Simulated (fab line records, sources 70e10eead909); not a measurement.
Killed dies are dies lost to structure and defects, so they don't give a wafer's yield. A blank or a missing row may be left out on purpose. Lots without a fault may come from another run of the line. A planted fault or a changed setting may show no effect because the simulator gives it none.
A struck lot beside a sound one | flow nand_harc | 17 steps out of a route of 1159
Sound: wafers L417.2, L417.4, L417.5. Struck: wafers L405.1, L405.2, L405.6. The cause comes at the end.
At each step with rows: each side's tool, then ch and its chambers, then its first start. Under that, the readings that differ: sound wafers | struck wafers | difference of the means | sigmas: that difference in standard deviations of wafers without a fault.
alike: readings whose means differ by less than 2 such deviations, and words and numbers that are the same on both sides. not compared: withheld readings, readings that some wafer has no value for, bounds like >300 that may hide the same value, and numbers for which the record gives no deviation and whose values overlap.
The two part at a step that has a row with sigmas, a row that says differs or no value, or rows on one side only. Numbers that don't overlap but have no deviation are shown without sigmas and don't part them. A reading that every wafer of one side lacks parts them only if that side has two wafers or more.

NHARC_A_WL_FILL_INSPECT_15:
  sound on defect_inspect-02, day 19 22:12; struck on defect_inspect-02, day 16 12:52
  alike: raw_defect_count
NHARC_A_CONTACT_DEP_24: deposits SiO2, target thk 500 nm.
  sound on pecvd-04 ch 1,2, day 19 22:16; struck on pecvd-04 ch 0,2, day 16 12:55
  alike: heater_power_w, mfc_precursor_sccm, throttle_valve_pct
NHARC_A_CONTACT_DEP_28: deposits aC, target thk 3600 nm.
  sound on acl_dep-03 ch 0, day 19 23:20; struck on acl_dep-02 ch 0, day 16 16:12
  alike: throttle_valve_pct
NHARC_A_CONTACT_DEP_29: deposits SiON, target thk 70 nm.
  sound on pecvd-03 ch 0,1,2, day 20 01:14; struck on pecvd-03 ch 0,1,2, day 16 18:27
  alike: heater_power_w
then, 7 steps without rows for these wafers: NHARC_A_CONTACT_DEHYDRATE_32 (time 120 s); NHARC_A_CONTACT_HMDS_33 (time 30 s); NHARC_A_CONTACT_COAT_34 (time 75 s); NHARC_A_CONTACT_COAT_35 (time 65 s); NHARC_A_CONTACT_COAT_36 (resist thk 90 nm); NHARC_A_CONTACT_SOFTBAKE_37 (time 55 s); NHARC_A_CONTACT_EBR_38.
NHARC_A_CONTACT_EXPOSE_39: exposes mask A CC 3.
  sound on arfi_scanner-02 ch 0, day 20 01:46; struck on arfi_scanner-03 ch 0, day 16 19:04
  reading                           | sound                   | struck            | difference | sigmas
  model.A_CONTACT.overlay_x_nm (nm) | -0.9239 -0.9239 -0.9239 | 4.736 4.736 4.736 | +5.660     |
  alike: mask
then, 2 steps without rows for these wafers: NHARC_A_CONTACT_PEB_40 (peb time 65 s); NHARC_A_CONTACT_DEVELOP_41 (develop time 35 s).
NHARC_A_CONTACT_CD_MEAS_42: target cd 200 nm.
  sound on cd_sem-01 ch 0, day 20 01:55; struck on cd_sem-02 ch 0, day 16 19:12
  alike: cd_nm
NHARC_A_CONTACT_OVL_MEAS_43:
  sound on overlay-01, day 20 02:00; struck on overlay-02, day 16 19:17
  reading           | sound          | struck      | difference | sigmas
  overlay_x_nm (nm) | -0.8 -0.6 -0.9 | 4.6 4.6 4.9 | +5.5       | +8
  alike: overlay_y_nm
NHARC_A_CONTACT_INSPECT_44:
  sound on defect_inspect-02, day 20 02:02; struck on defect_inspect-02, day 16 19:20
  alike: raw_defect_count

WHERE THEY PART
Only at NHARC_A_CONTACT_OVL_MEAS_43, within this record. Later steps at which nothing parts them and some readings are alike: NHARC_A_CONTACT_INSPECT_44.

WHY: what the simulator had put in
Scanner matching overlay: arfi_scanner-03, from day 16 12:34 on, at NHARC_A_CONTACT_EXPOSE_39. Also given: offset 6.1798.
